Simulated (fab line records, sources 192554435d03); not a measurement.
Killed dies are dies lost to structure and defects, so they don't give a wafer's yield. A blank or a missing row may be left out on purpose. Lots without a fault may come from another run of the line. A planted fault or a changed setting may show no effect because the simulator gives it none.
Chamber matching | flow n5_finfet | N5_BEOL_M0_STRIP_142 on rie_diel-04: 4 sister chambers
The step strips in N2/H2, time 10 s. 8 wafers are shown with their chamber, then 8 later ones without.

WAFERS WITH THEIR CHAMBER
wafer  | chamber | showerhead_plenum_p_Torr (Torr) | drypump_motor_current_A (A)
L077.5 | 0       | 2.56                            | 5.8
L085.2 | 1       | 2.43                            | 6.1
L088.2 | 0       | 2.56                            | 5.8
L088.6 | 3       | 2.42                            | 5.5
L090.1 | 3       | 2.42                            | 5.5
L090.3 | 1       | 2.42                            | 6.2
L090.5 | 2       | 2.58                            | 5.6
L092.1 | 2       | 2.57                            | 5.6

WAFERS WITHOUT THEIR CHAMBER
wafer  | showerhead_plenum_p_Torr (Torr) | drypump_motor_current_A (A)
L092.3 | 2.42                            | 6.1
L092.5 | 2.57                            | 5.6
L093.3 | 2.42                            | 6.1
L093.4 | 2.42                            | 5.5
L093.6 | 2.42                            | 6.1
L095.2 | 2.55                            | 5.8
L095.4 | 2.42                            | 5.5
L095.5 | 2.42                            | 6.1

WHICH CHAMBER EACH WENT THROUGH
wafer  | from the rows above | in truth
L092.3 | 1                   | 1
L092.5 | 2                   | 2
L093.3 | 1                   | 1
L093.4 | 3                   | 3
L093.6 | 1                   | 1
L095.2 | 0                   | 0
L095.4 | 3                   | 3
L095.5 | 1                   | 1
Placed correctly: 8 of 8. Can't be placed from these rows: 0. Placed wrongly: 0.
How it was worked out, from the rows above alone: a wafer's distance from a chamber is the root of the sum, over the readings, of the square of ((its reading less the chamber's mean) divided by the reading's scatter). The wafer belongs to the nearest chamber; if the next one is less than 2 further off, it can't be placed. A chamber's mean is the mean of its shown wafers. The scatter: the root of (the sum of the squares of (reading less its chamber's mean) over the shown wafers, divided by (wafers less chambers)).
